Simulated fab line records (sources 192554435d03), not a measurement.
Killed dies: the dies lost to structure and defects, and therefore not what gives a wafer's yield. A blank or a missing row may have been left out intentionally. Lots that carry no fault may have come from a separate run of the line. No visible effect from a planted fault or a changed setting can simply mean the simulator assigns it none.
fab line records | flow n5_finfet
record lots=6 | wafers=18 | last_day=17
route steps=1938 shown BEOL_M4@1099 BEOL_M5@1112 PASSIVATION@1936
lots that met no fault: from a run of the same line without faults
start_h: hours from the record's opening day to when the first of the lot's shown wafers began | wait_h: time in hours since the lot's previous step | " as in the row above | L1.1+2: several wafers, shown together as one row | - no value, or no start given | * or withheld: withheld | < > ~ a bound
route shown NAME@n: NAME is a module with steps in the file, n the number in the route of the first one | usual: mean/standard deviation taken from wafers without a fault | same: alike in all rows | chamber/n: place in a boat | sites: the reading at each site | _std_site: the values' standard deviation | _edge_site: mean of outer sites minus mean of inner sites | radius_mm: how far each site lies from the wafer's centre | mask NAME#n: copy n | behind: the most recent tool/chamber to have shaped the wafer | hold: reason for holding the lot/hours on hold/outcome of the hold | device: the transistor (n, p or np) that didn't switch | end of line: the same wafers' tests at the end of the route | a step without rows: its recipe alone | killed: the dies lost at the first sort to structure and to defects; this is not the yield of the wafer | map: a wafer's dies, x killed, . not, _ none there
set.NAME: the setting the step ran with; set.NAME@STEP: the setting that earlier step ran with | model.NAME: the simulator's own value behind a step, which no gauge read
lots at some steps of the route; a table a step, a row a wafer
services: from which hour (start_h, from the record's first day; less than 0 if before it) a tool's chamber was out of use, for how many hours, and why
## steps
# step N5_BEOL_M4_ANNEAL_95
# recipe temp_c=400 | time_s=240 | ambient=vacuum
# usual heater_power_w=849/89
lot.wafer | tool           | chamber | start_h | wait_h | heater_power_w
L258.1    | pvd_sputter-03 | -       | 166.86  | 0.0    | 895
L258.3    | "              | -       | "       | "      | 782
L258.4    | "              | -       | "       | "      | 979
L265.2    | pvd_sputter-03 | -       | 204.27  | 0.0    | 771
L265.3    | "              | -       | "       | "      | 772
L265.5    | "              | -       | "       | "      | 738
L268.1    | pvd_sputter-01 | -       | 213.57  | 0.0    | 940
L268.2    | "              | -       | "       | "      | 943
L268.4    | "              | -       | "       | "      | 811
L273.1    | pvd_sputter-01 | -       | 261.51  | 0.0    | 818
L273.4    | "              | -       | "       | "      | 908
L273.5    | "              | -       | "       | "      | 818
L279.2    | pvd_sputter-01 | -       | 287.92  | 0.0    | 928
L279.5    | "              | -       | "       | "      | 795
L279.6    | "              | -       | "       | "      | 925
L281.2    | pvd_sputter-02 | -       | 305.14  | 0.0    | 719
L281.3    | "              | -       | "       | "      | 977
L281.6    | "              | -       | "       | "      | 798
# step N5_BEOL_M4_SPUTTER_96
# recipe material=Cu | target_thk_a=45 | temp_c=-20 | chamber_pressure_pa=0.07 | power_w=withheld | time_s=8.29
# step N5_BEOL_M4_ECD_50
# recipe material=Cu | target_thk_a=3000
# step N5_BEOL_M4_ANNEAL_51
# recipe temp_c=225 | time_s=90 | ambient=N2
# step N5_BEOL_M4_CMP_52
# recipe stop_on=SiOC | t_overpolish_s=6.8 | down_force_psi=1 | platen_rpm=50 | clearing_platen_down_force_psi=1.5 | clearing_platen_rpm=50 | post_cmp_clean=cu_alkaline | target_thk_nm=40 | clearing_platen_pad_velocity_m_s=0.99484 | pad_velocity_m_s=0.99484
# step N5_BEOL_M4_THK_MEAS_53
# recipe thk_meas_gauge=xrf | reads=Cu_of_BEOL_M4_ECD_50
# usual M4_THK=39.4/1.3
lot.wafer | tool          | chamber | start_h | wait_h | M4_THK[nm]
L258.1    | film_metro-02 | -       | 167.79  | -      | 38.8
L258.3    | "             | -       | "       | "      | 40.5
L258.4    | "             | -       | "       | "      | 38.2
L265.2    | film_metro-02 | -       | 205.42  | -      | 38.6
L265.3    | "             | -       | "       | "      | 37.6
L265.5    | "             | -       | "       | "      | 38.9
L268.1    | film_metro-01 | -       | 214.50  | -      | 41.0
L268.2    | "             | -       | "       | "      | 39.9
L268.4    | "             | -       | "       | "      | 40.3
L273.1    | film_metro-01 | -       | 263.07  | -      | 38.3
L273.4    | "             | -       | "       | "      | 39.2
L273.5    | "             | -       | "       | "      | 40.0
L279.2    | film_metro-02 | -       | 288.85  | -      | 39.1
L279.5    | "             | -       | "       | "      | 38.9
L279.6    | "             | -       | "       | "      | 37.9
L281.2    | film_metro-02 | -       | 306.26  | -      | 38.5
L281.3    | "             | -       | "       | "      | 39.4
L281.6    | "             | -       | "       | "      | 38.3
# step N5_BEOL_M4_PRE_CLEAN_60
# recipe gas=NH3/H2 | time_s=15 | temp_c=* | rf_power_w=300
# usual heater_power_outer_w=11/11 | heater_power_w=72/20
lot.wafer | tool      | chamber | start_h | wait_h | heater_power_outer_w | heater_power_w
L258.1    | cvd_co-01 | 0       | 167.83  | 0.0    | 7                    | 68
L258.3    | "         | 2       | "       | "      | 8                    | 68
L258.4    | "         | 1       | "       | "      | 3                    | 53
L265.2    | cvd_co-01 | 2       | 205.47  | 0.0    | 8                    | 69
L265.3    | "         | 1       | "       | "      | 4                    | 54
L265.5    | "         | 0       | "       | "      | 7                    | 66
L268.1    | cvd_co-01 | 0       | 214.54  | 0.0    | 7                    | 68
L268.2    | "         | 2       | "       | "      | 9                    | 66
L268.4    | "         | 2       | "       | "      | 8                    | 69
L273.1    | cvd_co-01 | 2       | 263.10  | 0.0    | 9                    | 69
L273.4    | "         | 0       | "       | "      | 7                    | 68
L273.5    | "         | 1       | "       | "      | 4                    | 55
L279.2    | cvd_co-01 | 2       | 288.89  | 0.0    | 9                    | 69
L279.5    | "         | 0       | "       | "      | 7                    | 67
L279.6    | "         | 2       | "       | "      | 9                    | 68
L281.2    | cvd_co-02 | 2       | 306.29  | 0.0    | 36                   | 119
L281.3    | "         | 0       | "       | "      | 16                   | 76
L281.6    | "         | 1       | "       | "      | 1                    | 60
# step N5_BEOL_M4_CO_CAP_55
# recipe material=Co | target_thk_a=20 | temp_c=200 | precursor=CCTBA/H2 | pressure_torr=30 | time_s=102.1
# step N5_BEOL_M4_PRE_CLEAN_56
# recipe gas=NH3 | time_s=15 | temp_c=withheld | rf_power_w=300
# step N5_BEOL_M4_DEP_57
# recipe material=SiCN | target_thk_a=80 | temp_c=withheld | precursor=3MS/NH3 | pressure_torr=3 | rf_w=202 | time_s=14
# usual showerhead_plenum_p_Torr=3.657/0.015 | showerhead_vpp_V=878/22 | throttle_valve_pct=9.3/0.54
lot.wafer | tool     | chamber | start_h | wait_h | showerhead_plenum_p_Torr | showerhead_vpp_V | throttle_valve_pct
L258.1    | pecvd-01 | 0       | 167.99  | 0.0    | 3.661                    | 884              | 9.5
L258.3    | "        | 1       | "       | "      | 3.675                    | 854              | 9.6
L258.4    | "        | 0       | "       | "      | 3.662                    | 881              | 9.6
L265.2    | pecvd-01 | 0       | 205.62  | 0.0    | 3.674                    | 900              | 9.6
L265.3    | "        | 2       | "       | "      | 3.636                    | 903              | 8.5
L265.5    | "        | 1       | "       | "      | 3.664                    | 861              | 9.5
L268.1    | pecvd-03 | 0       | 214.69  | 0.0    | 3.692                    | 837              | 9.0
L268.2    | "        | 2       | "       | "      | 3.657                    | 876              | 8.9
L268.4    | "        | 2       | "       | "      | 3.661                    | 866              | 9.0
L273.1    | pecvd-02 | 0       | 263.26  | 0.0    | 3.658                    | 884              | 9.7
L273.4    | "        | 2       | "       | "      | 3.645                    | 842              | 8.5
L273.5    | "        | 0       | "       | "      | 3.653                    | 919              | 9.7
L279.2    | pecvd-01 | 0       | 289.04  | 0.0    | 3.664                    | 887              | 9.5
L279.5    | "        | 1       | "       | "      | 3.667                    | 854              | 9.8
L279.6    | "        | 2       | "       | "      | 3.653                    | 885              | 9.0
L281.2    | pecvd-01 | 2       | 306.45  | 0.0    | 3.650                    | 885              | 8.7
L281.3    | "        | 1       | "       | "      | 3.674                    | 856              | 9.6
L281.6    | "        | 2       | "       | "      | 3.633                    | 887              | 8.8
# step N5_BEOL_M4_RS_MEAS_58
# recipe thk_meas_gauge=four-point-probe | reads=Co_of_BEOL_M4_CO_CAP_55+Cu_of_BEOL_M4_ECD_50+Co_of_BEOL_M4_CVD_47+TaN_of_BEOL_M4_ALD_84
# usual M4_RS=0.663/0.027
lot.wafer | tool          | chamber | start_h | wait_h | M4_RS[ohm/sq]
L258.1    | film_metro-02 | -       | 168.05  | 0.0    | 0.684
L258.3    | "             | -       | "       | "      | 0.646
L258.4    | "             | -       | "       | "      | 0.693
L265.2    | film_metro-01 | -       | 205.70  | 0.1    | 0.680
L265.3    | "             | -       | "       | "      | 0.704
L265.5    | "             | -       | "       | "      | 0.670
L268.1    | film_metro-02 | -       | 214.77  | 0.1    | 0.640
L268.2    | "             | -       | "       | "      | 0.661
L268.4    | "             | -       | "       | "      | 0.655
L273.1    | film_metro-01 | -       | 263.33  | 0.0    | 0.695
L273.4    | "             | -       | "       | "      | 0.673
L273.5    | "             | -       | "       | "      | 0.658
L279.2    | film_metro-01 | -       | 289.11  | 0.1    | 0.661
L279.5    | "             | -       | "       | "      | 0.667
L279.6    | "             | -       | "       | "      | 0.693
L281.2    | film_metro-01 | -       | 306.52  | 0.1    | 0.684
L281.3    | "             | -       | "       | "      | 0.662
L281.6    | "             | -       | "       | "      | 0.686
# step N5_BEOL_M4_INSPECT_59
# recipe inspect_instrument=darkfield | mode=post_dep
# usual raw_defect_count=74/25
lot.wafer | tool              | chamber | start_h | wait_h | raw_defect_count
L258.1    | defect_inspect-02 | -       | 168.08  | 0.0    | 80
L258.3    | "                 | -       | "       | "      | 47
L258.4    | "                 | -       | "       | "      | 64
L265.2    | defect_inspect-01 | -       | 205.74  | 0.0    | 41
L265.3    | "                 | -       | "       | "      | 72
L265.5    | "                 | -       | "       | "      | 58
L268.1    | defect_inspect-02 | -       | 214.80  | 0.0    | 90
L268.2    | "                 | -       | "       | "      | 114
L268.4    | "                 | -       | "       | "      | 65
L273.1    | defect_inspect-02 | -       | 263.35  | 0.0    | 45
L273.4    | "                 | -       | "       | "      | 65
L273.5    | "                 | -       | "       | "      | 49
L279.2    | defect_inspect-02 | -       | 289.13  | 0.0    | 145
L279.5    | "                 | -       | "       | "      | 82
L279.6    | "                 | -       | "       | "      | 68
L281.2    | defect_inspect-01 | -       | 306.54  | 0.0    | 63
L281.3    | "                 | -       | "       | "      | 65
L281.6    | "                 | -       | "       | "      | 53
# step N5_BEOL_M4_RC_MEAS_101
# usual DIBL_N=36.3/1 | DIBL_P=36.2/1.4 | IOFF_N=0.157/0.021 | IOFF_P=0.206/0.025 | ION_N=673/9 | ION_P=461/6.4 | SS_N=71.5/0.5 | SS_P=73.2/0.47 | VT_N=249.9/2.4 | VT_P=-250.6/2.9
lot.wafer | tool      | chamber | start_h | wait_h | DIBL_N[mV/V] | DIBL_P[mV/V] | IOFF_N[nA/um] | IOFF_P[nA/um] | ION_N[uA/um] | ION_P[uA/um] | SS_N[mV/dec] | SS_P[mV/dec] | VT_N[mV] | VT_P[mV]
L258.1    | prober-01 | 0       | 168.10  | 0.0    | 35.9         | 36.1         | 0.139         | 0.178         | 662          | 456          | 71.5         | 73.0         | 249.5    | -254.4
L258.3    | "         | 0       | "       | "      | 36.2         | 36.0         | 0.142         | 0.190         | 675          | 461          | 71.3         | 72.7         | 249.2    | -254.6
L258.4    | "         | 0       | "       | "      | 35.8         | 35.3         | 0.131         | 0.169         | 663          | 453          | 71.9         | 72.6         | 251.9    | -255.3
L265.2    | prober-01 | 0       | 205.92  | 0.2    | 35.4         | 36.7         | 0.171         | 0.242         | 685          | 475          | 71.3         | 73.3         | 246.4    | -247.5
L265.3    | "         | 0       | "       | "      | 35.2         | 36.4         | 0.175         | 0.233         | 681          | 466          | 71.3         | 73.0         | 248.7    | -247.1
L265.5    | "         | 0       | "       | "      | 36.5         | 37.6         | 0.194         | 0.253         | 675          | 463          | 73.0         | 73.9         | 245.6    | -245.2
L268.1    | prober-02 | 0       | 214.82  | 0.0    | 36.6         | 35.4         | 0.141         | 0.187         | 660          | 458          | 71.7         | 73.0         | 249.0    | -251.4
L268.2    | "         | 0       | "       | "      | 37.3         | 36.1         | 0.148         | 0.201         | 665          | 454          | 72.1         | 73.3         | 251.6    | -252.4
L268.4    | "         | 0       | "       | "      | 35.8         | 34.9         | 0.130         | 0.179         | 674          | 458          | 71.0         | 72.7         | 250.5    | -252.5
L273.1    | prober-02 | 0       | 263.38  | 0.0    | 36.6         | 36.2         | 0.157         | 0.230         | 686          | 472          | 71.8         | 73.2         | 248.0    | -243.7
L273.4    | "         | 0       | "       | "      | 35.8         | 35.5         | 0.146         | 0.223         | 682          | 474          | 70.7         | 72.7         | 247.2    | -247.0
L273.5    | "         | 0       | "       | "      | 37.2         | 35.9         | 0.153         | 0.236         | 670          | 465          | 71.6         | 72.6         | 249.0    | -248.2
L279.2    | prober-01 | 0       | 289.31  | 0.2    | 37.5         | 36.1         | 0.166         | 0.236         | 683          | 470          | 72.1         | 72.6         | 248.3    | -246.5
L279.5    | "         | 0       | "       | "      | 37.4         | 35.7         | 0.164         | 0.234         | 678          | 463          | 71.5         | 73.8         | 250.8    | -245.9
L279.6    | "         | 0       | "       | "      | 36.6         | 35.1         | 0.152         | 0.210         | 675          | 463          | 70.4         | 73.3         | 249.1    | -250.4
L281.2    | prober-02 | 0       | 306.72  | 0.2    | 35.5         | 37.7         | 0.165         | 0.194         | 679          | 464          | 71.2         | 73.0         | 245.6    | -249.8
L281.3    | "         | 0       | "       | "      | 37.6         | 40.5         | 0.204         | 0.238         | 683          | 466          | 72.0         | 74.0         | 246.8    | -250.4
L281.6    | "         | 0       | "       | "      | 36.9         | 40.0         | 0.204         | 0.231         | 686          | 463          | 71.8         | 74.2         | 245.4    | -250.8
# step N5_BEOL_M5_ILD_DEP_00
# recipe material=SiCOH_lowk | target_thk_a=1406.4 | temp_c=300 | precursor=DEMS/porogen | pressure_torr=5 | rf_w=500 | time_s=25.9
# usual heater_power_outer_w=152/43 | heater_power_w=332/64 | showerhead_plenum_p_Torr=5.733/0.015 | showerhead_vpp_V=1382/39 | throttle_valve_pct=14.1/0.72
lot.wafer | tool     | chamber | start_h | wait_h | heater_power_outer_w | heater_power_w | showerhead_plenum_p_Torr | showerhead_vpp_V | throttle_valve_pct
L258.1    | pecvd-04 | 0       | 169.07  | 0.8    | 122                  | 280            | 5.736                    | 1399             | 14.2
L258.3    | "        | 2       | "       | "      | 198                  | 386            | 5.753                    | 1412             | 13.0
L258.4    | "        | 2       | "       | "      | 201                  | 388            | 5.748                    | 1404             | 13.2
L265.2    | pecvd-02 | 1       | 206.72  | 0.7    | 136                  | 328            | 5.705                    | 1402             | 14.9
L265.3    | "        | 1       | "       | "      | 139                  | 334            | 5.722                    | 1436             | 15.0
L265.5    | "        | 1       | "       | "      | 139                  | 345            | 5.707                    | 1384             | 14.8
L268.1    | pecvd-02 | 0       | 215.79  | 0.8    | 102                  | 243            | 5.720                    | 1412             | 14.4
L268.2    | "        | 1       | "       | "      | 105                  | 277            | 5.707                    | 1419             | 14.6
L268.4    | "        | 0       | "       | "      | 107                  | 249            | 5.729                    | 1411             | 14.9
L273.1    | pecvd-02 | 1       | 264.35  | 0.8    | 127                  | 308            | 5.715                    | 1412             | 14.9
L273.4    | "        | 2       | "       | "      | 124                  | 281            | 5.704                    | 1332             | 12.6
L273.5    | "        | 0       | "       | "      | 98                   | 231            | 5.729                    | 1413             | 14.6
L279.2    | pecvd-01 | 0       | 290.12  | 0.7    | 175                  | 396            | 5.754                    | 1412             | 14.7
L279.5    | "        | 0       | "       | "      | 172                  | 400            | 5.747                    | 1379             | 14.7
L279.6    | "        | 1       | "       | "      | 160                  | 356            | 5.735                    | 1324             | 14.5
L281.2    | pecvd-01 | 0       | 307.53  | 0.7    | 185                  | 402            | 5.736                    | 1394             | 14.9
L281.3    | "        | 2       | "       | "      | 116                  | 275            | 5.725                    | 1408             | 13.3
L281.6    | "        | 0       | "       | "      | 185                  | 408            | 5.738                    | 1377             | 14.5
# step N5_BEOL_M5_CURE_79
# recipe temp_c=385 | time_s=240 | ambient=He/Ar | material=SiCOH_lowk
# usual lamp_power_pct=52.32/0.048 | wafer_temp_C_max=386.8/0.52
lot.wafer | tool       | chamber | start_h | wait_h | lamp_power_pct | wafer_temp_C_max
L258.1    | uv_cure-02 | 0       | 169.13  | 0.0    | 52.33          | 386.4
L258.3    | "          | 0       | "       | "      | 52.33          | 385.9
L258.4    | "          | 0       | "       | "      | 52.34          | 386.7
L265.2    | uv_cure-02 | 1       | 206.88  | 0.1    | 52.29          | 387.8
L265.3    | "          | 1       | "       | "      | 52.37          | 387.9
L265.5    | "          | 1       | "       | "      | 52.24          | 387.6
L268.1    | uv_cure-03 | 1       | 215.87  | 0.1    | 52.41          | 385.9
L268.2    | "          | 1       | "       | "      | 52.31          | 386.2
L268.4    | "          | 1       | "       | "      | 52.30          | 385.9
L273.1    | uv_cure-01 | 0       | 264.41  | 0.0    | 52.35          | 386.5
L273.4    | "          | 0       | "       | "      | 52.29          | 386.2
L273.5    | "          | 0       | "       | "      | 52.34          | 386.3
L279.2    | uv_cure-03 | 2       | 290.26  | 0.1    | 52.33          | 387.0
L279.5    | "          | 2       | "       | "      | 52.19          | 386.2
L279.6    | "          | 2       | "       | "      | 52.34          | 386.2
L281.2    | uv_cure-02 | 1       | 307.67  | 0.1    | 52.35          | 387.7
L281.3    | "          | 1       | "       | "      | 52.27          | 387.7
L281.6    | "          | 1       | "       | "      | 52.22          | 386.9
# step N5_BEOL_M5_THK_MEAS_01
# recipe reads=SiCOH_lowk_of_BEOL_M5_ILD_DEP_00
# usual M5_ILD_THK=120.9/1.7
lot.wafer | tool          | chamber | start_h | wait_h | M5_ILD_THK[nm]
L258.1    | film_metro-02 | -       | 169.64  | 0.4    | 121.1
L258.3    | "             | -       | "       | "      | 121.7
L258.4    | "             | -       | "       | "      | 123.4
L265.2    | film_metro-02 | -       | 207.32  | 0.4    | 118.6
L265.3    | "             | -       | "       | "      | 122.1
L265.5    | "             | -       | "       | "      | 120.2
L268.1    | film_metro-01 | -       | 216.38  | 0.4    | 97.3
L268.2    | "             | -       | "       | "      | 100.9
L268.4    | "             | -       | "       | "      | 100.2
L273.1    | film_metro-02 | -       | 264.92  | 0.4    | 97.2
L273.4    | "             | -       | "       | "      | 99.6
L273.5    | "             | -       | "       | "      | 102.2
L279.2    | film_metro-02 | -       | 290.70  | 0.4    | 122.1
L279.5    | "             | -       | "       | "      | 121.8
L279.6    | "             | -       | "       | "      | 122.1
L281.2    | film_metro-01 | -       | 308.11  | 0.4    | 118.8
L281.3    | "             | -       | "       | "      | 119.2
L281.6    | "             | -       | "       | "      | 119.8
# step N5_BEOL_M5_PECVD_70
# recipe material=SiO2 | target_thk_a=160 | temp_c=400 | precursor=TEOS/O2 | pressure_torr=5.5 | rf_w=450 | teos_flow_sccm=53.8 | gas=O2 | flow_sccm=3000 | time_s=18
# usual heater_power_outer_w=437/93 | heater_power_w=747/120 | showerhead_plenum_p_Torr=8.75/0.053 | showerhead_vpp_V=1312/41 | throttle_valve_pct=22.7/1.2
lot.wafer | tool     | chamber | start_h | wait_h | heater_power_outer_w | heater_power_w | showerhead_plenum_p_Torr | showerhead_vpp_V | throttle_valve_pct
L258.1    | pecvd-01 | 0       | 169.68  | 0.0    | 492                  | 881            | 8.78                     | 1320             | 23.4
L258.3    | "        | 2       | "       | "      | 440                  | 745            | 8.70                     | 1340             | 21.3
L258.4    | "        | 0       | "       | "      | 481                  | 894            | 8.78                     | 1329             | 23.9
L265.2    | pecvd-04 | 1       | 207.35  | 0.0    | 592                  | 922            | 8.82                     | 1231             | 21.6
L265.3    | "        | 2       | "       | "      | 526                  | 829            | 8.82                     | 1338             | 20.8
L265.5    | "        | 0       | "       | "      | 359                  | 651            | 8.74                     | 1340             | 23.3
L268.1    | pecvd-01 | 0       | 216.42  | 0.0    | 417                  | 778            | 8.78                     | 1306             | 23.7
L268.2    | "        | 2       | "       | "      | 423                  | 714            | 8.69                     | 1340             | 21.7
L268.4    | "        | 1       | "       | "      | 446                  | 777            | 8.77                     | 1293             | 23.3
L273.1    | pecvd-01 | 2       | 264.96  | 0.0    | 378                  | 690            | 8.71                     | 1344             | 21.8
L273.4    | "        | 0       | "       | "      | 481                  | 868            | 8.75                     | 1322             | 23.7
L273.5    | "        | 1       | "       | "      | 555                  | 930            | 8.78                     | 1258             | 23.8
L279.2    | pecvd-04 | 0       | 290.73  | 0.0    | 332                  | 607            | 8.75                     | 1345             | 23.3
L279.5    | "        | 0       | "       | "      | 326                  | 587            | 8.76                     | 1331             | 23.4
L279.6    | "        | 1       | "       | "      | 629                  | 970            | 8.82                     | 1200             | 21.9
L281.2    | pecvd-01 | 1       | 308.14  | 0.0    | 564                  | 945            | 8.76                     | 1295             | 23.8
L281.3    | "        | 2       | "       | "      | 370                  | 648            | 8.69                     | 1337             | 21.7
L281.6    | "        | 1       | "       | "      | 557                  | 925            | 8.77                     | 1279             | 23.5
# step N5_PASSIVATION_PROBE_49
# usual defect_limited_yield=91.1/1.3 | killed_at_M0_to_M3=36/10 | killed_at_M4_up=14/4.4 | killed_at_contacts=14/5.7 | killed_at_front_end=39/9.4 | killed_at_other=2.9/2.6 | killed_dies=105/15 | killed_on_rim=14/3.5 | killed_open=70/12 | killed_short=34/7.1 | sort_bin_5_function=5.3/0.77 | sort_bin_6_memory=3.3/0.66 | sort_n_pass=1075/15 | sort_yield_pct=91.1/1.3
# same gross_dies=1180 | killed_at_back_side=0 | sort_bin_4_leakage[%]=0 | sort_bin_8_speed[%]=0
lot.wafer | tool      | chamber | start_h | wait_h | defect_limited_yield[%] | killed_at_M0_to_M3 | killed_at_M4_up | killed_at_contacts | killed_at_front_end | killed_at_other | killed_dies | killed_on_rim | killed_open | killed_short | sort_bin_5_function[%] | sort_bin_6_memory[%] | sort_n_pass | sort_yield_pct[%]
L268.1    | prober-02 | -       | 318.51  | 0.0    | 56.1                    | 39                 | 435             | 15                 | 27                  | 2               | 518         | 152           | 69          | 34           | 6.0                    | 2.7                  | 662         | 56.1
L268.2    | prober-02 | -       | 318.56  | 0.1    | 65.6                    | 36                 | 312             | 12                 | 45                  | 1               | 406         | 152           | 76          | 35           | 5.3                    | 3.8                  | 774         | 65.6
L268.4    | prober-02 | -       | 318.66  | 0.2    | 89.4                    | 32                 | 54              | 9                  | 29                  | 1               | 125         | 46            | 54          | 30           | 4.7                    | 2.4                  | 1055        | 89.4
L273.1    | prober-02 | -       | 361.79  | 0.0    | 70.3                    | 18                 | 298             | 6                  | 27                  | 1               | 350         | 152           | 43          | 20           | 3.6                    | 1.6                  | 830         | 70.3
L273.4    | prober-02 | -       | 361.94  | 0.2    | 84.2                    | 44                 | 95              | 12                 | 32                  | 3               | 186         | 93            | 72          | 29           | 5.0                    | 3.6                  | 994         | 84.2
L273.5    | prober-02 | -       | 361.99  | 0.2    | 82.0                    | 31                 | 135             | 6                  | 37                  | 3               | 212         | 128           | 48          | 41           | 4.2                    | 3.1                  | 968         | 82.0
# killed by level:class
L268.1 BEOL_M5:area_dep=411 MOL_CONTACT_COAG:geometric_particle:open=13 BEOL_M4:geometric_particle:open=11 BEOL_M0_SAQP:geometric_particle:short=9 BEOL_M0_SAQP:geometric_particle:open=9 STI_FIN_REVEAL:geometric_particle:open=7 BEOL_M1:geometric_particle:open=7 BEOL_M4:geometric_particle:short=6
L268.2 BEOL_M5:area_dep=295 FIN_SAQP:geometric_particle:open=16 BEOL_M0_SAQP:geometric_particle:short=8 BEOL_M0_SAQP:geometric_particle:open=8 STI_FIN_REVEAL:geometric_particle:open=7 MOL_CONTACT_COAG:geometric_particle:open=7 BEOL_M2:geometric_particle:open=7 BEOL_M4:geometric_particle:open=7
L268.4 BEOL_M5:area_dep=38 STI_FIN_REVEAL:geometric_particle:open=9 BEOL_M0_SAQP:geometric_particle:open=8 MOL_CONTACT_COAG:geometric_particle:open=7 BEOL_M2:geometric_particle:open=7 BEOL_M4:geometric_particle:open=6 BEOL_M3:geometric_particle:short=6 FIN_SAQP:geometric_particle:short=4
L273.1 BEOL_M5:area_dep=287 FIN_SAQP:geometric_particle:open=6 STI_FIN_REVEAL:geometric_particle:open=6 BEOL_M0_SAQP:geometric_particle:short=5 BEOL_M0_SAQP:geometric_particle:open=5 BEOL_M3:geometric_particle:open=4 BEOL_M4:geometric_particle:open=4 FIN_CUT:geometric_particle:open=3
L273.4 BEOL_M5:area_dep=83 BEOL_M0_SAQP:geometric_particle:open=12 MOL_CONTACT_COAG:geometric_particle:open=11 BEOL_M3:geometric_particle:open=11 FIN_SAQP:geometric_particle:open=10 BEOL_M0_SAQP:geometric_particle:short=9 FIN_SAQP:geometric_particle:short=6 BEOL_M4:geometric_particle:open=6
L273.5 BEOL_M5:area_dep=123 FIN_SAQP:geometric_particle:short=17 BEOL_M0_SAQP:geometric_particle:short=10 BEOL_M0_SAQP:geometric_particle:open=10 FIN_SAQP:geometric_particle:open=7 MOL_CONTACT_COAG:geometric_particle:open=5 BEOL_M1:geometric_particle:open=5 BEOL_M4:geometric_particle:open=3
# map L268.1 (x killed, . not)
_________________xxxxxxxxxxxx________________
______________xxxxxxxxxxxxxxxxxx_____________
___________xxxxxxxxxxxxxxxxxxxxxxxx__________
__________xxxxxxxxxxx....xxxxxxxxxxx_________
________xxxxxxxx..........x...xxxxxxxx_______
_______xxxxxx..x.x......x.......xxxxxxx______
______xxxxxx.x.....xx......x...x.xxxxxxx_____
_____xxxxx.............x.........xxxxxxxx____
____xxxxxx..........................xxxxxx___
___xxxxxx......x.......x.............xxxxxx__
___xxxxx....................x.......xxxxxxx__
__xxxxx..x...x........x................xxxxx_
__xxxxx.........x....x..........x......xxxxx_
_xxxxxx.............................x.x.xxxxx
_xxxxx.x..........................x.....xxxxx
_xxxxx..........x..x......x.............xxxxx
_xxxxx.............x..................x.xxxxx
_xxxxx.................x......xx.......x.xxxx
_xxxxx....x.x.x...........x.............xxxxx
_xxxxx.x.................x..............xxxxx
_xxxxxx..xx........................x.x..xxxxx
__xxxxx..xx......x..................x..xxxxx_
__xxxxx.......xx............x........x.xxxxx_
___xxxxx.x............................xxxxx__
___xxxxxx..........x......x...x...x..xxxxxx__
____xxxxxx......x...x.....xx........xxxxxx___
_____xxxxx.....x...................xxxxxx____
______xxxxxx........x...x.........xxxxxx_____
_______xxxxxxx....x.....x.......xxxxxxx______
________xxxxxxxx..x......xx...xxxxxxxx_______
__________xxxxxxxxxxx.x..x.xxxxxxxxx_________
___________xxxxxxxxxxxxxxxxxxxxxxxx__________
______________xxxxxxxxxxxxxxxxxx_____________
_________________xxxxxxxxxxxx________________
# map L273.1 (x killed, . not)
_________________xxxxxxxxxxxx________________
______________xxxxxxxxxxxxxxxxxx_____________
___________xxxxxxxx..........xxxxxx__________
__________xxxxxx.............xx.xxxx_________
________xxxxx....................xxxxx_______
_______xxxx.........................xxx______
______xxxxx.....x....................xxx_____
_____xxxx.............................xxx____
____xxx..x..........x..........x.......xxx___
___xxxx.............x..................xxxx__
___xxx...............x.....x....x...x...xxx__
__xxx............................x.....x.xxx_
__xxx....................................xxx_
_xxxx................x.......x......x....xxxx
_xxxx.....................................xxx
_xxxx.........x............x..............xxx
_xxx......................x...............xxx
_xxx..x....x......x....x..................xxx
_xxx......................................xxx
_xxxx.......................x............xxxx
_xxxx.....x..................x........x..xxxx
__xxx....................................xxx_
__xxxx..........x..x...........x........xxxx_
___xxx..x....x..........................xxx__
___xxxx................................xxxx__
____xxxx.............x.....x..........xxxx___
_____xxxx..........x............x....xxxx____
______xxxx..x..........x...........xxxxx_____
_______xxxxx......................xxxxx______
________xxxxx...................xxxxxx_______
__________xxxxxx..............xxxxxx_________
___________xxxxxxxxxxxx..xxxxxxxxxx__________
______________xxxxxxxxxxxxxxxxxx_____________
_________________xxxxxxxxxxxx________________
## services
tool       | chamber | start_h | hours | kind
pecvd-01   | 0       | 150.83  | 2.1   | scheduled_down
cvd_co-02  | 2       | 164.82  | 8.4   | repair
pecvd-03   | -       | 182.57  | 0.5   | repair
pecvd-02   | -       | 184.46  | 1.2   | repair
uv_cure-03 | -       | 193.95  | 7.5   | pm
pecvd-04   | -       | 197.88  | 0.6   | repair
pecvd-02   | 2       | 202.38  | -     | clean
pecvd-02   | 2       | 202.38  | -     | consumable_replace:showerhead
pecvd-02   | 2       | 202.38  | 29.0  | scheduled_down
pecvd-02   | 2       | 202.38  | 29.0  | vent_cycle
pecvd-04   | 1       | 226.33  | 5.5   | scheduled_down
uv_cure-01 | -       | 226.66  | 10.1  | repair
cvd_co-01  | 0       | 240.44  | 2.5   | repair
pecvd-02   | 2       | 256.98  | 2.1   | scheduled_down
pecvd-03   | 0       | 267.79  | 5.5   | scheduled_down
pecvd-01   | 1       | 271.54  | 5.0   | scheduled_down
pecvd-04   | -       | 304.29  | 2.8   | pm
cvd_co-01  | 2       | 304.49  | 1.7   | repair
## key
first_sign step=N5_BEOL_M5_THK_MEAS_01 | reading=M5_ILD_THK | direction=down | sigmas=13 | usual=120.9 | struck=99.6
effect step=N5_PASSIVATION_PROBE_49 | reading=killed_at_M4_up | direction=up | sigmas=47 | usual=14 | struck=222
more_kills_born_at N5_BEOL_M5_ILD_DEP_00@pecvd-02=1237
met_at N5_BEOL_M5_ILD_DEP_00
struck_wafers L268.1,L268.2,L268.4,L273.1,L273.4,L273.5
onset_between 206.72 215.79
fault kind=site_profile_drift | tool=pecvd-02 | chamber=- | onset_h=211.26 | steps=N5_BEOL_M5_ILD_DEP_00 | basis=fraction | max_abs_drift=0.32099 | slope_share_per_hr=71.331 | site_pattern=0,0,0,0,0,-1,-1,-1,-1
